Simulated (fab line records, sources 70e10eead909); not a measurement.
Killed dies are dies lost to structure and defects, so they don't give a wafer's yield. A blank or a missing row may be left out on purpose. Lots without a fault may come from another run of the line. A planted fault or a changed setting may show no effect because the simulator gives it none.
fab line records | flow nand_harc
record lots=11 wafers=33 last_day=24
route steps=1159 shown P_M2@335 END@1159
lots that met no fault: from a run of the same line without faults
start_h: hours from the record's first day to the start of the lot's first wafer shown | wait_h: hours since the lot's step before | " the same as in the row above | L1.1+2: a row that stands for several wafers | - no value, or no start given | * or withheld: withheld | < > ~ a bound
route shown NAME@n: a module of which the file shows steps, and the number in the route of the first | usual: mean/standard deviation of fault-free wafers | same: alike in all rows | chamber/n: place in a boat | sites: the reading at each site | _std_site: their standard deviation | _edge_site: outer sites' mean less inner sites' | radius_mm: how far each site lies from the wafer's centre | mask NAME#n: copy n | behind: the tool/chamber that last shaped the wafer | hold: why the lot was held/for how many hours/how that ended | device: the transistor (n, p or np) that didn't switch | end of line: the same wafers' tests at the end of the route | a step without rows: its recipe alone | killed: dies lost to structure and defects at the first sort, not the wafer's yield | map: a wafer's dies, x killed, . not, _ none there
set.NAME: the setting as run; set.NAME@STEP: as run at that earlier step | model.NAME: the simulator's own value behind a step, which no gauge read
steps of the route over a sample of lots; a table a step, a row a wafer
services: from which hour (start_h, from the record's first day; less than 0 if before it) a tool's chamber was out of use, for how many hours, and why
## steps
# step NHARC_P_M2_STRIP_18
# recipe power_w=1000 n2_flow_sccm=150 h2_flow_sccm=150 ar_flow_sccm=0 bias_w=0 chemistry=N2/H2
# usual drypump_motor_current_A=5.8/0.38 oes_product_au=1.000/0.0088 rf_vpp_V=90.7/0.92 showerhead_plenum_p_Torr=2.04/0.09 throttle_valve_pct=14.170/0.0087
# columns lot.wafer tool chamber start_h wait_h drypump_motor_current_A oes_product_au rf_hours_counter_h rf_vpp_V showerhead_plenum_p_Torr throttle_valve_pct
L765.4 rie_diel-07 3 127.37 0.1 6.2 1.011 12 90.0 1.95 14.175
L765.6 " 3 " " 6.2 1.009 - 90.4 1.95 14.164
L765.5 " 0 " " 5.6 1.004 - 89.6 2.11 14.180
L766.1 rie_diel-03 3 138.86 0.1 5.9 1.002 2 92.0 2.14 14.170
L766.5 " 0 " " 5.7 0.999 - 90.7 1.92 14.176
L766.6 " 1 " " 5.1 1.001 - 90.6 2.10 14.186
L767.3 rie_diel-03 1 149.49 0.1 5.1 0.995 4 90.8 2.10 14.179
L767.5 " 3 " " 5.9 0.999 - 92.2 2.14 14.159
L767.6 " 0 " " 5.7 1.003 - 91.5 1.92 14.162
L772.1 rie_diel-06 2 156.85 0.1 5.4 0.998 34 91.3 2.10 14.175
L772.4 " 3 " " 6.0 0.990 32 90.9 2.15 14.169
L772.2 " 1 " " 6.0 1.010 28 89.6 1.89 14.169
L771.3 rie_diel-03 2 161.73 0.1 6.1 0.999 5 89.7 1.97 14.176
L771.6 " 1 " " 5.0 1.007 - 90.8 2.10 14.152
L771.5 " 2 " " 6.1 0.996 - 90.3 1.97 14.177
L773.4 rie_diel-03 2 175.07 0.1 6.1 1.007 5 89.5 1.97 14.178
L773.5 " 0 " " 5.7 1.009 - 89.5 1.92 14.176
L773.6 " 1 " " 5.1 0.980 - 91.5 2.10 14.165
L774.4 rie_diel-03 0 181.84 0.1 5.7 1.001 5 89.0 1.92 14.168
L774.5 " 3 " " 5.9 0.983 - 91.2 2.14 14.173
L774.6 " 0 " " 5.7 1.003 - 90.2 1.92 14.162
L776.4 rie_diel-03 0 190.14 0.1 5.7 1.001 5 89.9 1.92 14.168
L776.2 " 3 " " 5.9 0.991 4 90.5 2.14 14.188
L776.6 " 0 " " 5.7 0.994 - 89.2 1.92 14.185
L781.4 rie_diel-07 2 215.67 0.1 6.2 1.003 30 91.1 2.12 14.171
L781.1 " 0 " " 5.6 1.010 31 90.0 2.10 14.176
L781.5 " 1 " " 5.9 0.992 - 91.1 2.15 14.161
L785.4 rie_diel-07 3 248.50 0.1 6.2 1.014 1 90.1 1.94 14.163
L785.2 " 1 " " 5.9 1.002 1 91.6 2.15 14.175
L785.1 " 2 " " 6.2 0.996 1 91.1 2.12 14.165
L788.1 rie_diel-03 3 266.37 0.1 5.9 0.973 2 90.9 2.14 14.151
L788.4 " 1 " " 5.0 0.982 2 91.3 2.10 14.162
L788.2 " 2 " " 6.1 1.001 2 91.1 1.97 14.151
# step NHARC_P_M2_ETCH_28
# recipe target_depth_a=300 over_etch_frac=0.3 time_s=72.99 ion_energy_ev=150 cf4_flow_sccm=50 n2_flow_sccm=100 ar_flow_sccm=150 rf_w=300 bias_w=100 chemistry=CF4/N2
# usual drypump_motor_current_A=5.8/0.39 oes_product_au=0.999/0.0089 rf_vpp_V=314.2/1.9 showerhead_plenum_p_Torr=2.63/0.11 throttle_valve_pct=19.793/0.0086
# same over_etch_frac=0.3
# columns lot.wafer tool chamber start_h wait_h drypump_motor_current_A oes_product_au rf_hours_counter_h rf_vpp_V showerhead_plenum_p_Torr throttle_valve_pct
L765.4 rie_diel-07 3 - - 6.2 0.996 12 312.3 2.52 19.785
L765.5 " 2 " " 6.2 1.006 - 316.8 2.72 19.787
L765.6 " 3 " " 6.2 1.008 - 311.4 2.52 19.787
L766.1 rie_diel-03 3 - - 5.9 0.990 2 316.1 2.74 19.791
L766.5 " 1 " " 5.1 0.995 - 315.5 2.70 19.781
L766.6 " 2 " " 6.1 1.009 - 312.3 2.55 19.796
L767.3 rie_diel-03 0 - - 5.7 1.005 4 309.9 2.49 19.788
L767.5 " 0 " " 5.7 1.001 - 312.6 2.49 19.791
L767.6 " 1 " " 5.1 0.993 - 315.3 2.70 19.802
L772.1 rie_diel-06 2 - - 5.5 1.004 34 316.0 2.69 19.775
L772.4 " 0 " " 6.4 0.983 29 313.7 2.61 19.784
L772.2 " 1 " " 6.0 1.007 28 311.6 2.45 19.786
L771.3 rie_diel-03 0 - - 5.7 0.994 5 310.8 2.49 19.800
L771.5 " 2 " " 6.1 0.997 - 313.0 2.55 19.789
L771.6 " 3 " " 5.9 0.994 - 315.7 2.74 19.799
L773.4 rie_diel-03 2 - - 6.1 1.012 5 312.8 2.54 19.778
L773.5 " 1 " " 5.1 0.993 - 315.5 2.70 19.780
L773.6 " 2 " " 6.1 1.001 - 312.5 2.55 19.772
L774.4 rie_diel-03 0 - - 5.7 1.006 5 311.7 2.49 19.798
L774.5 " 3 " " 5.9 0.995 - 316.0 2.74 19.786
L774.6 " 0 " " 5.7 1.006 - 313.5 2.49 19.787
L776.4 rie_diel-03 2 - - 6.1 1.016 5 312.5 2.55 19.798
L776.2 " 1 " " 5.1 1.011 6 314.0 2.70 19.802
L776.6 " 3 " " 5.9 0.995 - 316.0 2.74 19.785
L781.1 rie_diel-07 3 - - 6.2 0.993 32 312.2 2.51 19.806
L781.4 " 0 " " 5.6 1.004 31 316.7 2.70 19.784
L781.5 " 3 " " 6.2 0.997 - 311.8 2.51 19.784
L785.1 rie_diel-07 2 - - 6.2 0.998 1 314.7 2.72 19.808
L785.4 " 3 " " 6.2 1.003 1 311.6 2.51 19.817
L785.2 " 1 " " 5.9 1.018 1 318.0 2.76 19.799
L788.4 rie_diel-03 2 - - 6.2 1.003 2 312.1 2.54 19.799
L788.1 " 0 " " 5.7 1.007 2 312.3 2.48 19.797
L788.2 " 1 " " 5.0 0.990 2 315.9 2.70 19.807
# step NHARC_P_M2_PVD_21
# recipe target_thk_a=300 chamber_pressure_pa=5 power_w=5000 substrate_temp_c=30 time_s=20.49 material=Cu
# usual throttle_valve_pct=30.0/0.97
# columns lot.wafer tool chamber start_h wait_h throttle_valve_pct
L765.4 pvd_sputter-01 - - - 30.7
L765.5 " - " " 31.8
L765.6 " - " " 29.2
L766.1 pvd_sputter-01 - - - 30.7
L766.6 " - " " 30.9
L766.5 " - " " 32.0
L767.3 pvd_sputter-01 - - - 29.2
L767.6 " - " " 29.2
L767.5 " - " " 29.4
L772.4 pvd_sputter-02 - - - 30.5
L772.2 " - " " 30.0
L772.1 " - " " 29.2
L771.3 pvd_sputter-03 - - - 29.9
L771.5 " - " " 28.9
L771.6 " - " " 30.4
L773.4 pvd_sputter-03 - - - 30.4
L773.6 " - " " 29.9
L773.5 " - " " 28.6
L774.4 pvd_sputter-03 - - - 30.6
L774.5 " - " " 28.9
L774.6 " - " " 30.4
L776.2 pvd_sputter-03 - - - 30.0
L776.4 " - " " 30.1
L776.6 " - " " 29.7
L781.1 pvd_sputter-03 - - - 29.9
L781.4 " - " " 29.8
L781.5 " - " " 28.7
L785.4 pvd_sputter-02 - - - 29.3
L785.2 " - " " 30.2
L785.1 " - " " 30.9
L788.2 pvd_sputter-03 - - - 30.1
L788.1 " - " " 30.2
L788.4 " - " " 29.9
# step NHARC_P_M2_CMP_23
# recipe t_overpolish_s=20 target_thk_nm=144.3
# usual motor_current_A=12.5/1.4 time_to_endpoint_s=29.1/2.5
# columns lot.wafer tool chamber start_h wait_h motor_current_A time_to_endpoint_s
L765.4 cmp-03 1 129.17 - 14.9 26.2
L765.5 " 3 " " 10.3 27.7
L765.6 " 0 " " 11.9 27.5
L766.1 cmp-03 0 140.68 - 11.6 24.1
L766.5 " 0 " " 11.9 26.4
L766.6 " 1 " " 14.9 26.0
L767.3 cmp-02 3 151.21 - 12.9 30.4
L767.6 " 2 " " 11.9 26.2
L767.5 " 3 " " 12.2 29.2
L772.2 cmp-02 0 158.90 - 13.8 27.1
L772.4 " 1 " " 10.4 27.2
L772.1 " 2 " " 10.8 29.3
L771.3 cmp-04 0 163.43 - 11.3 27.3
L771.5 " 0 " " 11.8 28.5
L771.6 " 1 " " 14.0 26.0
L773.4 cmp-02 3 176.75 - 12.5 32.7
L773.6 " 3 " " 12.0 29.3
L773.5 " 0 " " 13.0 29.2
L774.4 cmp-02 1 183.64 - 10.4 27.7
L774.5 " 2 " " 11.1 29.4
L774.6 " 3 " " 12.7 30.7
L776.4 cmp-02 3 191.90 - 11.7 32.6
L776.2 " 0 " " 13.3 26.3
L776.6 " 2 " " 11.7 28.3
L781.4 cmp-03 1 217.42 - 15.2 27.9
L781.1 " 3 " " 9.8 30.9
L781.5 " 1 " " 15.2 36.4
L785.2 cmp-04 2 250.28 - 12.4 29.0
L785.4 " 3 " " 14.2 31.3
L785.1 " 0 " " 11.4 29.1
L788.2 cmp-04 0 268.15 - 11.4 31.2
L788.4 " 1 " " 13.8 32.3
L788.1 " 2 " " 12.4 30.7
# step NHARC_P_M2_INSPECT_27
# usual raw_defect_count=352/140
# columns lot.wafer tool chamber start_h wait_h raw_defect_count
L765.4 defect_inspect-01 - 129.61 0.1 168
L765.5 " - " " 187
L765.6 " - " " 205
L766.1 defect_inspect-02 - 141.15 0.0 340
L766.5 " - " " 361
L766.6 " - " " 434
L767.3 defect_inspect-02 - 151.65 0.0 352
L767.5 " - " " 493
L767.6 " - " " 290
L772.1 defect_inspect-01 - 159.36 0.0 490
L772.2 " - " " 254
L772.4 " - " " 298
L771.3 defect_inspect-02 - 163.90 0.0 306
L771.5 " - " " 282
L771.6 " - " " 368
L773.4 defect_inspect-01 - 177.22 0.0 394
L773.5 " - " " 461
L773.6 " - " " 305
L774.4 defect_inspect-01 - 184.03 0.0 358
L774.5 " - " " 297
L774.6 " - " " 156
L776.2 defect_inspect-02 - 192.34 0.0 351
L776.4 " - " " 343
L776.6 " - " " 328
L781.1 defect_inspect-02 - 217.89 0.0 247
L781.4 " - " " 153
L781.5 " - " " 4558
L785.1 defect_inspect-01 - 250.75 0.0 435
L785.2 " - " " 352
L785.4 " - " " 316
L788.1 defect_inspect-01 - 268.59 0.0 441
L788.2 " - " " 522
L788.4 " - " " 381
# step NHARC_END_SORT_01
# recipe temp_c=25
# usual defect_limited_yield=95.4/1.5 killed_at_array=28/10 killed_at_other=0.5/0.82 killed_at_periphery=3.4/2.2 killed_dies=31/10 killed_open=3.4/1.9 killed_short=1.9/1.3 sort_bin_2_pct=1.5/0.6 sort_bin_3_pct=0.29/0.24 sort_bin_4_pct=2.9/0.97 sort_n_pass=646/10 sort_rim_yield_pct=94.7/3 sort_yield_pct=95.4/1.5
# same gross_dies=677 sort_bin_5_pct[%]=0 sort_bin_6_pct[%]=0 sort_bin_7_pct[%]=0 sort_bin_8_pct[%]=0 sort_rim_n_gross=106.00
# columns lot.wafer tool chamber start_h wait_h defect_limited_yield[%] killed_at_array killed_at_other killed_at_periphery killed_dies killed_open killed_short sort_bin_2_pct[%] sort_bin_3_pct[%] sort_bin_4_pct[%] sort_n_pass sort_rim_yield_pct[%] sort_yield_pct[%]
L781.1 prober-02 0 539.58 2.5 93.9 38 0 3 41 9 2 2.2 0.30 3.5 636 91.5 93.9
L781.4 prober-02 0 542.01 3.4 94.8 33 0 2 35 4 2 1.5 0.44 3.2 642 96.2 94.8
L781.5 prober-02 0 542.82 3.7 0 29 1 647 677 2 4 1.2 95.72 3.1 0 0 0
# killed by level:class
L781.1 A_CHANNEL_HOLE_D1:chamber_film_flake=19 A_CONTACT:chamber_film_flake=5 A_STAIRCASE:chamber_film_flake=4 P_CONTACT:geometric_particle:open=2 A_WL_FILL:geometric_particle:open=2 A_M0:geometric_particle:open=2 A_CHANNEL_HOLE_D1:geometric_particle:short=1 A_CHANNEL_FILL_D1:geometric_particle:open=1
L781.4 A_CHANNEL_HOLE_D1:chamber_film_flake=20 A_CONTACT:geometric_particle:open=3 A_CONTACT:chamber_film_flake=3 A_WL_FILL:chamber_film_flake=2 A_BLC:chamber_film_flake=2 P_STI:geometric_particle:short=1 A_WL_FILL:geometric_particle:short=1 A_M0:geometric_particle:open=1
L781.5 P_M2:area_cmp=645 A_CHANNEL_HOLE_D1:chamber_film_flake=17 A_WL_FILL:geometric_particle:short=4 A_STAIRCASE:chamber_film_flake=2 A_CONTACT:chamber_film_flake=2 A_BLC:chamber_film_flake=2 P_GATE:geometric_particle:open=1 A_M0:geometric_particle:open=1
## services
# columns tool chamber start_h hours kind
cmp-04 - 105.00 4.0 pm
cmp-03 - 115.39 3.5 repair
rie_diel-03 0 120.80 - clean
rie_diel-03 1 120.80 - clean
cmp-02 - 124.01 1.4 repair
rie_diel-06 1 134.09 5.1 repair
cmp-02 - 134.73 4.0 pm
rie_diel-07 2 137.40 8.3 repair
cmp-03 - 156.43 4.0 pm
pvd_sputter-01 - 158.10 10.0 pm
cmp-03 - 162.41 1.1 repair
cmp-04 - 169.63 0.7 repair
rie_diel-03 - 196.60 0.2 repair
cmp-04 - 203.00 4.0 pm
cmp-03 - 209.43 0.3 repair
pvd_sputter-02 - 214.01 10.0 pm
rie_diel-03 - 215.30 9.0 pm
rie_diel-07 1 223.61 3.3 repair
cmp-02 - 227.41 0.3 repair
rie_diel-07 - 228.20 9.0 pm
cmp-02 - 232.73 4.0 pm
cmp-02 - 241.12 0.6 repair
rie_diel-06 - 241.43 9.0 pm
cmp-03 - 254.43 4.0 pm
## key
first_sign step=NHARC_P_M2_INSPECT_27 reading=raw_defect_count direction=up sigmas=31 usual=352 struck=4558
effect step=NHARC_END_SORT_01 reading=sort_bin_3_pct direction=up sigmas=99+ usual=0.29 struck=95.72
more_kills_born_at NHARC_P_M2_CMP_23@cmp-03=645
met_at NHARC_P_M2_CMP_23
struck_lots L781
struck_wafers L781.5
later_rows_left_out L781.5
not_acting_at NHARC_P_M2_STRIP_18,NHARC_P_M2_ETCH_28,NHARC_P_M2_PVD_21
onset_between 140.68 217.42
fault kind=process_parameter_drift tool=cmp-03 chamber=- onset_h=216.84 steps=NHARC_P_M2_CMP_23 channel=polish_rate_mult offset=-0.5 shape=step end_h=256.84 scope=struck_wafers_only
# later_rows_left_out: the simulator's readings of these wafers behind a module that went badly wrong aren't trusted and aren't shown, but for the sort
